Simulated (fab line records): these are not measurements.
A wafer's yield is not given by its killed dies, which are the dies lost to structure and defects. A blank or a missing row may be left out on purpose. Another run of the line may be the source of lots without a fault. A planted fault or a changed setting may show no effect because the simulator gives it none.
fab line records    flow nand_harc    part 2 of 2: steps 31 to 36 of 36
record: lots: 5  wafers: 15  last_day: 24
route steps=1159 shown A_STAIRCASE@520
lots that met no fault: taken from a fault-free run of the same line
start_h: start of the lot's first displayed wafer, in hours after the record's first day    wait_h: hours elapsed since this lot's preceding step    " same as the row above    L1.1+2: a single row standing in for several wafers    - no value, or no start was given    * or withheld: withheld    < > ~ a bound
route shown NAME@n: a module of which the file shows steps, and the number in the route of the first    usual: mean and standard deviation over wafers with no fault    same: alike in all rows    chamber/n: place in a boat    sites: each site's reading    _std_site: standard deviation across them    _edge_site: inner sites' mean taken away from outer sites' mean    radius_mm: how far each site lies from the wafer's centre    mask NAME#n: copy n    behind: tool/chamber where the wafer was last shaped    hold: cause of the lot's hold/its duration in hours/its outcome    device: the transistor (n, p or np) that didn't switch    end of line: tests run on the same wafers once the route is complete    a step without rows: its recipe alone    killed: dies that structure and defects cost at the first sort, which is not the same as the wafer's yield    map: shows each die of a wafer: x if killed, . if not, _ if none is there
set.NAME: the setting the step ran with; set.NAME@STEP: the setting that earlier step ran with    model.NAME: the simulator's own value behind a step, which no gauge read
lots at some steps of the route; a table a step, a row a wafer
services: the hour from which a tool's chamber was out of use, counted from the record's first day as start_h (under 0 if before that day), plus the number of hours and why
== steps ==
step: NHARC_A_STAIRCASE_TRIM_16
recipe: time_s: 211.2  o2_flow_sccm: 500  ar_flow_sccm: 0  bias_w: 0  chemistry: O2
usual: drypump_motor_current_A: 5.6/0.51  oes_product_au: 1.002/0.007  rf_vpp_V: 57.9/0.93  showerhead_plenum_p_Torr: 3.53/0.18  throttle_valve_pct: 17.037/0.0096
lot.wafer  tool         chamber  start_h  wait_h  drypump_motor_current_A  oes_product_au  rf_hours_counter_h  rf_vpp_V  showerhead_plenum_p_Torr  throttle_valve_pct
L074.1     rie_diel-10  0        -        -       5.6                      1.021           27                  58.0      3.44                      17.036
L074.4     "            1        "        "       5.9                      1.010           24                  58.0      3.34                      17.024
L074.5     "            0        "        "       5.6                      1.014           -                   58.2      3.44                      17.046
L085.3     rie_diel-01  3        -        -       6.3                      0.988           57                  58.6      3.68                      17.035
L085.4     "            0        "        "       6.3                      0.997           57                  56.6      3.29                      17.041
L085.2     "            1        "        "       5.7                      0.990           57                  57.9      3.57                      17.064
L088.3     rie_diel-10  2        -        -       5.3                      1.000           51                  58.6      3.34                      17.045
L088.1     "            3        "        "       5.0                      1.004           42                  57.3      3.47                      17.030
L088.6     "            2        "        "       5.3                      0.999           -                   58.1      3.34                      17.044
L089.1     rie_diel-12  1        -        -       5.2                      1.007           42                  57.7      3.69                      17.029
L089.4     "            2        "        "       4.9                      1.000           38                  57.9      3.29                      17.028
L089.6     "            2        "        "       4.9                      0.995           -                   58.0      3.29                      17.038
L097.4     rie_diel-01  3        -        -       6.3                      0.993           25                  58.5      3.67                      17.039
L097.1     "            0        "        "       6.4                      0.992           26                  56.4      3.28                      17.052
L097.6     "            1        "        "       5.7                      1.012           -                   57.6      3.55                      17.046
step: NHARC_A_STAIRCASE_ETCH_17
recipe: target_depth_a: 1000  time_s: 40.5  ion_energy_ev: 400  c4f8_flow_sccm: 20  o2_flow_sccm: 10  ar_flow_sccm: withheld  rf_w: 600  bias_w: 1000  chemistry: C4F8/O2
usual: oes_product_au: 0.940/0.01  rf_vpp_V: 896/6.7
lot.wafer  tool         chamber  start_h  wait_h  oes_product_au  rf_hours_counter_h  rf_vpp_V
L074.4     rie_diel-10  2        -        -       0.948           23                  890
L074.1     "            3        "        "       0.945           20                  894
L074.5     "            1        "        "       0.949           -                   890
L085.3     rie_diel-01  3        -        -       0.937           57                  901
L085.2     "            0        "        "       0.935           57                  886
L085.4     "            2        "        "       0.926           57                  895
L088.1     rie_diel-10  1        -        -       0.964           54                  888
L088.3     "            3        "        "       0.942           43                  893
L088.6     "            1        "        "       0.963           -                   888
L089.4     rie_diel-12  0        -        -       0.933           43                  907
L089.1     "            1        "        "       0.937           42                  900
L089.6     "            0        "        "       0.932           -                   905
L097.4     rie_diel-01  2        -        -       0.935           25                  897
L097.1     "            0        "        "       0.934           26                  886
L097.6     "            3        "        "       0.929           -                   901
step: NHARC_A_STAIRCASE_TRIM_18
recipe: time_s: 211.2  o2_flow_sccm: 500  ar_flow_sccm: 0  bias_w: 0  chemistry: O2
usual: drypump_motor_current_A: 5.6/0.52  oes_product_au: 1.002/0.0067  rf_vpp_V: 57.7/0.96  showerhead_plenum_p_Torr: 3.53/0.18  throttle_valve_pct: 17.036/0.0085
lot.wafer  tool         chamber  start_h  wait_h  drypump_motor_current_A  oes_product_au  rf_hours_counter_h  rf_vpp_V  showerhead_plenum_p_Torr  throttle_valve_pct
L074.4     rie_diel-10  2        -        -       5.3                      1.007           23                  56.8      3.35                      17.024
L074.1     "            3        "        "       5.0                      0.998           20                  58.2      3.48                      17.021
L074.5     "            0        "        "       5.6                      1.008           -                   57.4      3.44                      17.041
L085.4     rie_diel-01  0        -        -       6.4                      0.993           57                  58.4      3.29                      17.040
L085.2     "            2        "        "       6.7                      0.992           57                  57.6      3.52                      17.034
L085.3     "            3        "        "       6.3                      0.993           57                  59.2      3.68                      17.037
L088.3     rie_diel-10  1        -        -       5.9                      0.992           54                  58.6      3.32                      17.030
L088.1     "            2        "        "       5.3                      0.996           51                  55.5      3.34                      17.039
L088.6     "            0        "        "       5.6                      1.005           -                   58.2      3.43                      17.038
L089.1     rie_diel-12  1        -        -       5.2                      1.011           42                  58.5      3.69                      17.032
L089.4     "            2        "        "       4.8                      1.002           39                  58.7      3.29                      17.029
L089.6     "            1        "        "       5.2                      0.996           -                   57.2      3.69                      17.044
L097.1     rie_diel-01  2        -        -       6.7                      1.010           25                  57.1      3.50                      17.026
L097.4     "            3        "        "       6.3                      1.003           26                  57.0      3.67                      17.037
L097.6     "            3        "        "       6.3                      1.000           -                   58.4      3.67                      17.030
step: NHARC_A_STAIRCASE_ETCH_19
recipe: target_depth_a: 1000  time_s: 40.5  ion_energy_ev: 400  c4f8_flow_sccm: 20  o2_flow_sccm: 10  ar_flow_sccm: withheld  rf_w: 600  bias_w: 1000  chemistry: C4F8/O2
usual: oes_product_au: 0.941/0.0096  rf_vpp_V: 896/6.6
lot.wafer  tool         chamber  start_h  wait_h  oes_product_au  rf_hours_counter_h  rf_vpp_V
L074.4     rie_diel-10  3        -        -       0.938           20                  895
L074.1     "            1        "        "       0.953           24                  889
L074.5     "            0        "        "       0.948           -                   893
L085.2     rie_diel-01  0        -        -       0.934           57                  888
L085.4     "            2        "        "       0.934           58                  895
L085.3     "            3        "        "       0.944           58                  902
L088.3     rie_diel-10  2        -        -       0.944           51                  888
L088.1     "            3        "        "       0.931           43                  893
L088.6     "            0        "        "       0.948           -                   892
L089.1     rie_diel-12  0        -        -       0.952           44                  907
L089.4     "            1        "        "       0.937           42                  900
L089.6     "            0        "        "       0.943           -                   905
L097.1     rie_diel-01  0        -        -       0.929           27                  887
L097.4     "            1        "        "       0.952           26                  897
L097.6     "            2        "        "       0.927           -                   896
step: NHARC_A_STAIRCASE_TRIM_20
recipe: time_s: 211.2  o2_flow_sccm: 500  ar_flow_sccm: 0  bias_w: 0  chemistry: O2
usual: drypump_motor_current_A: 5.6/0.51  oes_product_au: 1.002/0.0064  rf_vpp_V: 57.7/0.95  showerhead_plenum_p_Torr: 3.51/0.17  throttle_valve_pct: 17.036/0.0088
lot.wafer  tool         chamber  start_h  wait_h  drypump_motor_current_A  oes_product_au  rf_hours_counter_h  rf_vpp_V  showerhead_plenum_p_Torr  throttle_valve_pct
L074.1     rie_diel-10  2        247.22   0.1     5.3                      0.994           23                  57.5      3.35                      17.034
L074.4     "            3        "        "       5.0                      1.001           20                  57.4      3.48                      17.033
L074.5     "            2        "        "       5.3                      0.998           -                   57.1      3.35                      17.037
L085.3     rie_diel-01  3        311.96   0.1     6.2                      1.002           58                  57.3      3.68                      17.043
L085.4     "            1        "        "       5.7                      1.001           58                  58.1      3.57                      17.043
L085.2     "            2        "        "       6.6                      0.996           58                  57.2      3.52                      17.032
L088.3     rie_diel-01  1        327.06   0.1     5.7                      1.003           1                   58.8      3.57                      17.039
L088.1     "            3        "        "       6.2                      0.992           1                   57.9      3.68                      17.053
L088.6     "            1        "        "       5.7                      1.007           -                   58.2      3.57                      17.024
L089.4     rie_diel-01  1        328.80   1.3     5.7                      1.012           2                   58.6      3.56                      17.047
L089.1     "            2        "        "       6.6                      0.987           2                   57.1      3.52                      17.021
L089.6     "            1        "        "       5.7                      1.009           -                   55.4      3.57                      17.037
L097.1     rie_diel-10  2        383.26   0.1     5.3                      0.998           8                   57.4      3.33                      17.039
L097.4     "            3        "        "       5.0                      0.990           6                   55.9      3.46                      17.026
L097.6     "            2        "        "       5.3                      1.006           -                   56.0      3.33                      17.034
step: NHARC_A_STAIRCASE_ETCH_21
recipe: target_depth_a: 1000  time_s: 40.5  ion_energy_ev: 400  c4f8_flow_sccm: 20  o2_flow_sccm: 10  ar_flow_sccm: withheld  rf_w: 600  bias_w: 1000  chemistry: C4F8/O2
usual: oes_product_au: 0.950/0.014  rf_vpp_V: 895/6.5
lot.wafer  tool         chamber  start_h  wait_h  oes_product_au  rf_hours_counter_h  rf_vpp_V
L074.1     rie_diel-10  2        -        -       0.947           23                  890
L074.4     "            0        "        "       0.954           28                  893
L074.5     "            2        "        "       0.938           -                   889
L085.3     rie_diel-01  1        -        -       0.958           58                  899
L085.2     "            3        "        "       0.948           58                  901
L085.4     "            0        "        "       0.960           58                  887
L088.1     rie_diel-01  3        -        -       0.950           1                   901
L088.3     "            0        "        "       0.947           1                   889
L088.6     "            3        "        "       0.961           -                   900
L089.1     rie_diel-01  0        -        -       0.939           3                   887
L089.4     "            1        "        "       0.943           2                   897
L089.6     "            0        "        "       0.930           -                   887
L097.1     rie_diel-10  0        -        -       0.977           6                   892
L097.4     "            1        "        "       0.954           8                   887
L097.6     "            2        "        "       0.959           -                   888
== services ==
tool             chamber  start_h  hours  kind
rie_diel-10      0        235.21   -      clean
rie_diel-10      1        235.21   -      clean
litho_track-05   -        237.00   7.0    pm
plasma_asher-02  -        242.83   1.2    repair
krf_scanner-04   -        251.30   0.4    repair
krf_scanner-04   -        262.96   1.9    repair
plasma_asher-01  -        276.00   9.0    pm
rie_diel-12      2        285.43   4.8    repair
plasma_asher-01  -        289.04   3.3    repair
krf_scanner-04   -        298.00   4.0    pm
wet_bench-06     -        305.60   8.0    pm
rie_diel-01      -        314.99   9.0    pm
krf_scanner-04   -        321.32   0.4    repair
wet_bench-03     -        331.86   2.7    repair
rie_diel-12      3        334.04   1.7    repair
litho_track-02   -        340.01   7.0    pm
krf_scanner-03   -        340.02   4.0    pm
rie_diel-10      -        354.21   9.0    pm
plasma_asher-01  -        355.74   1.9    repair
plasma_asher-02  -        360.00   9.0    pm
rie_diel-10      0        368.20   1.4    repair
rie_diel-01      -        370.63   0.4    repair
rie_diel-12      -        379.62   9.0    pm
krf_scanner-02   -        382.00   4.0    pm
